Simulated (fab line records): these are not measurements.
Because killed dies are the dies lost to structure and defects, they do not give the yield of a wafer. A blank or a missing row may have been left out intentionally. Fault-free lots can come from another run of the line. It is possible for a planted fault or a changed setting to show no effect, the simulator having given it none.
A lot that was struck, set against a sound lot    flow n5_finfet    13 out of 1938 route steps
Sound: the wafers L796.1, L796.2, L796.3. Struck: wafers L810.2, L810.5, L810.6. The cause is given at the end.
Order at every step that has rows: each side's tool, ch and its chambers, its first start. Under that, the readings that differ: sound wafers    struck wafers    difference of the means    sigmas: that difference in standard deviations of wafers without a fault.
alike: words and numbers the same on both sides, and readings whose means are apart by under 2 such deviations; not compared: readings that were withheld, readings missing a value for some wafer, numbers with overlapping values and no deviation given by the record, and bounds like >300 which may hide the same value.
The two part at a step that has a row with sigmas, a row that says differs or no value, or rows on one side only. Numbers that don't overlap but have no deviation are shown without sigmas and don't part them. Lack of a reading on every wafer of one side parts them only where that side has two or more wafers.

N5_GATE_CUT_PECVD_57: deposits SiNx from SiH4/NH3/N2, target thk 21 nm.
  sound on pecvd-04 ch 0,1,2, day 5 00:59; struck on pecvd-03 ch 1,2, day 8 11:54
  alike: heater_power_outer_w, heater_power_w, showerhead_plenum_p_Torr, throttle_valve_pct
  not compared: since_wet_clean_h
N5_GATE_CUT_CMP_02: polishes, stops on SiO2, t overpolish 12.7 s, target thk 0 nm.
  sound on cmp-04 ch 0,2,3, day 5 01:03; struck on cmp-04 ch 0,2,3, day 8 12:03
  alike: edge_zone_pressure_frac, motor_current_A, overpolish_run_s, time_to_endpoint_s
N5_GATE_CUT_HM_DEP_46: deposits SiO2 from TEOS/O2, target thk 130 nm, time 26.6 s.
  sound on pecvd-03 ch 0,1,2, day 5 01:23; struck on pecvd-04 ch 0,1, day 8 12:19
  alike: heater_power_outer_w, heater_power_w, showerhead_plenum_p_Torr, throttle_valve_pct
  not compared: since_wet_clean_h
then, 8 steps without rows for these wafers: N5_GATE_CUT_COAT_34 (time 60 s, resist thk 60 nm); N5_GATE_CUT_COAT_35 (time 60 s, resist thk 10 nm); N5_GATE_CUT_COAT_27 (time 60 s, resist thk 10 nm); N5_GATE_CUT_COAT_07 (resist thk 30 nm); N5_GATE_CUT_EBR_09; N5_GATE_CUT_SOFTBAKE_08 (time 60 s); N5_GATE_CUT_EXPOSE_10 (exposes mask GATE CUT, target cd 20 nm); N5_GATE_CUT_PEB_11 (peb time 60 s).
N5_GATE_CUT_DEVELOP_12: develop time 30 s.
  struck on litho_track-01, day 8 12:35; sound on litho_track-01 ch 0, day 5 01:40
  no value came back on the struck wafers for chill_plate_temp_C (C), develop_time_s (s); on the sound wafers chill_plate_temp_C (C) reads 23.09 22.90 23.00
reading                                        sound           struck    difference  sigmas
model.CAR-EUV_of_GATE_CUT_COAT_07.thk_nm (nm)  29.6 29.6 29.6  30 30 30  +0          
N5_GATE_CUT_CD_MEAS_13: the cd target is 20 nm.
  sound on cd_sem-03 ch 0, day 5 01:43; struck on cd_sem-02 ch 0, day 8 12:38
reading     sound              struck  difference                     sigmas
cd_nm (nm)  19.54 19.57 19.75  - - -   no value on the struck wafers  

## WHERE THEY PART
Last at N5_GATE_CUT_CD_MEAS_13 as far as this record goes, first at N5_GATE_CUT_DEVELOP_12.

WHY: whatever the simulator had introduced
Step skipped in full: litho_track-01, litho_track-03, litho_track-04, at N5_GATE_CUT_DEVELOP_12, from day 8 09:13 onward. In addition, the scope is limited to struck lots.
